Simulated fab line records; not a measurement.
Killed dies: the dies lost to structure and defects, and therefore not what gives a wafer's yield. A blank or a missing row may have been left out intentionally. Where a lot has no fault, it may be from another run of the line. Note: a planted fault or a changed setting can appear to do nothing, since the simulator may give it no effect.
Chamber matching ; flow n5 finfet ; uv cure-02 running N5_BEOL_M7_CURE_75: 3 sister chambers
The step cures SiCOH lowk, time 120 s. 24 wafers are shown with their chamber, then 12 later ones without.

## WAFERS WITH THEIR CHAMBER
wafer;chamber;wafer_temp_C_max;lamp power pct (%)
L076.2;2;371.9;52.35
L076.3;2;371.6;52.18
L076.6;2;371.7;52.20
L077.1;1;370.8;52.40
L077.2;1;371.0;52.31
L077.4;1;371.1;52.24
L079.1;1;371.5;52.31
L079.3;1;371.0;52.26
L079.5;1;371.2;52.24
L078.1;0;372.2;52.31
L078.2;0;373.1;52.31
L078.6;0;372.0;52.32
L081.1;0;371.6;52.32
L081.3;0;371.9;52.35
L081.6;0;372.1;52.27
L083.3;2;370.8;52.40
L083.4;2;371.8;52.40
L083.5;2;371.6;52.25
L084.1;1;370.8;52.32
L084.2;1;371.0;52.40
L084.5;1;371.4;52.31
L086.1;0;372.3;52.31
L086.2;0;372.0;52.26
L086.5;0;372.8;52.37

SIGNATURES (averages over the wafers above)
reading;chamber 0;chamber 1;chamber 2;scatter within a chamber
wafer_temp_C_max;372.222;371.089;371.567;0.375
lamp power pct;52.3133;52.3100;52.2967;0.0645
Rule: for a wafer and a chamber, the distance is found by dividing, reading by reading, the gap between the wafer's reading and the chamber's mean by the reading's scatter, squaring, summing and taking the root. The wafer belongs to the nearest chamber; if the next one is less than 2 further off, it can't be placed. The scatter is the square root of a quotient: the sum, over the shown wafers, of each reading's squared deviation from its chamber's mean, divided by wafers minus chambers.

## WAFERS WITHOUT THEIR CHAMBER
wafer;wafer_temp_C_max;lamp power pct (%)
L088.1;371.9;52.34
L088.5;372.6;52.24
L088.6;372.8;52.35
L089.2;371.6;52.34
L089.4;371.5;52.31
L089.6;371.6;52.34
L090.1;371.1;52.28
L090.2;371.4;52.33
L090.6;370.9;52.27
L097.1;371.9;52.35
L097.4;371.7;52.26
L097.6;372.0;52.22

## WHICH CHAMBER EACH ONE RAN IN
wafer;from the rows above;in truth
L088.1;can't be placed: 0 or 2 or 1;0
L088.5;can't be placed: 0 or 2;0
L088.6;can't be placed: 0 or 2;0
L089.2;can't be placed: 2 or 1 or 0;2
L089.4;can't be placed: 2 or 1 or 0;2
L089.6;can't be placed: 2 or 1 or 0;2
L090.1;can't be placed: 1 or 2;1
L090.2;can't be placed: 2 or 1 or 0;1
L090.6;can't be placed: 1 or 2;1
L097.1;can't be placed: 0 or 2 or 1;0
L097.4;can't be placed: 2 or 0 or 1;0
L097.6;can't be placed: 0 or 2 or 1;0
Correct placement for 0 of the 12. Can't be placed from these rows: 12 (the true chamber is among the candidates in 12). Placed wrongly: 0.
